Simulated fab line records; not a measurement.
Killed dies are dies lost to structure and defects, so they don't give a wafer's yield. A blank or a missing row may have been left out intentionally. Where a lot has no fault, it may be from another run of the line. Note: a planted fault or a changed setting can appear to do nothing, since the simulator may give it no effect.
A lot that was struck, set against a sound lot + flow nandHarc + 14 steps out of a route of 1302
Sound: these wafers, L804.3, L804.5, L804.6. The struck wafers were L809.2, L809.3, L809.6. The cause comes at the end.
At each step with rows: each side's tool, then ch and its chambers, then its first start. Under that, the readings that differ: sound wafers + struck wafers + difference of the means + sigmas: that difference in standard deviations of wafers without a fault.
alike: same words and numbers on both sides, and readings whose means sit less than 2 such deviations apart. not compared: any withheld reading, any reading some wafer has no value for, any bound like >300 that may hide the same value, and any number with overlapping values for which the record gives no deviation.
Wherever a step has rows on one side only, a row that says differs or no value, or a row with sigmas, the two part there. Non-overlapping numbers with no deviation appear without sigmas and do not part them. A reading that every wafer of one side lacks parts them only if that side has two wafers or more.

NHARC_A_CONTACT_CD_MEAS_42: the cd target is 300 nm.
  sound on cdSem-01 ch 0, day 22 02:46; struck on cdSem-02 ch 0, day 25 22:55
| reading   | sound             | struck            | difference | sigmas |
|-----------|-------------------|-------------------|------------|--------|
| cdNm (nm) | 299.8 298.8 299.3 | 300.1 300.6 300.4 | +1.1       | +2     |
NHARC_A_CONTACT_OVL_MEAS_43:
  sound on overlay-02 at day 22 02:51; struck on overlay-02 at day 25 23:00
  alike: overlayXNm, overlayYNm
NHARC_A_CONTACT_INSPECT_44:
  sound on defectInspect-02 at day 22 02:53; struck on defectInspect-02 at day 25 23:02
  alike: rawDefectCount
then, 1 step without rows for these wafers: NHARC_A_CONTACT_DESCUM_47 (chemistry O2, time 3 s).
NHARC_A_CONTACT_ETCH_48: etches the open film in CF4, target depth 39 nm, time 65 s.
  sound on rieDiel-08 ch 0,3, day 22 03:04; struck on rieDiel-01 ch 1,3, day 25 23:14
  alike: biasW, cf4FlowSccm, drypumpMotorCurrentA, oesProductAu, rfVppV, showerheadPlenumPTorr, throttleValvePct
  not compared: rfHoursCounterH
then, 1 step without rows for these wafers: NHARC_A_CONTACT_ETCH_49 (etches the open film in N2/H2, target depth 260 nm, time 475.3 s).
NHARC_A_CONTACT_ETCH_50: etches the open film in CF4/CHF3, target depth 121 nm, time 60.5 s.
  sound on rieDiel-08 ch 0,1,3; struck on rieDiel-01 ch 1,3, day 25 23:56
  alike: biasW, cf4FlowSccm, drypumpMotorCurrentA, oesProductAu, rfVppV, showerheadPlenumPTorr, throttleValvePct
  not compared: rfHoursCounterH
NHARC_A_CONTACT_ETCH_51: etches the open film in O2/COS, target depth 7000 nm, time 1820 s.
  sound on rieDiel-08 ch 0,1,3; struck on rieDiel-01 ch 3, day 26 00:17
  alike: biasW, chamberPressureMTorr, drypumpMotorCurrentA, oesProductAu, rfVppV, showerheadPlenumPTorr, throttleValvePct
  not compared: rfHoursCounterH
then, 3 steps without rows for these wafers: NHARC_A_CONTACT_ETCH_111 (etches the open film in C4F8/O2/Ar, time 140 s, target depth 700 nm); NHARC_A_CONTACT_ETCH_112 (etches the open film in C4F8/O2/Ar, time 190 s, target depth 1850 nm); NHARC_A_CONTACT_ETCH_113 (etches the open film in C4F8/O2/Ar, time 190 s, target depth 1850 nm).
NHARC_A_CONTACT_ETCH_114: etches the open film in C4F8/O2/Ar, time 190 s, target depth 1850 nm.
  sound on harCapEtch-02 ch 0,1, day 22 05:44; struck on harCapEtch-02 ch 0, day 26 02:34
  alike: chamberPressureMTorr, oesAirLineAu
  not compared: rfHoursCounterH
NHARC_A_CONTACT_ETCH_115: etches the open film in C4F8/O2/Ar, time 190 s, target depth 1850 nm.
  sound on harCapEtch-02 ch 0,1, day 22 05:55; struck on harCapEtch-02 ch 0, day 26 02:44
  no value came back on the struck wafers for chamberPressureMTorr (mTorr), oesAirLineAu (a.u.); on the sound wafers chamberPressureMTorr (mTorr) reads 19.995 20.006 19.996
  not compared: rfHoursCounterH
NHARC_A_CONTACT_ETCH_116: etches the open film in C4F8/O2/Ar, time 190 s, target depth 1850 nm.
  sound on harCapEtch-02 ch 0,1, day 22 06:05; struck on harCapEtch-02 ch 0, day 26 02:55
  alike: chamberPressureMTorr, oesAirLineAu
  not compared: rfHoursCounterH

== WHERE THEY PART ==
First at NHARC_A_CONTACT_CD_MEAS_42; last, within this record, at NHARC_A_CONTACT_ETCH_115. Later steps at which nothing parts them and some readings are alike: NHARC_A_CONTACT_ETCH_116.

WHY: what had been put in by the simulator
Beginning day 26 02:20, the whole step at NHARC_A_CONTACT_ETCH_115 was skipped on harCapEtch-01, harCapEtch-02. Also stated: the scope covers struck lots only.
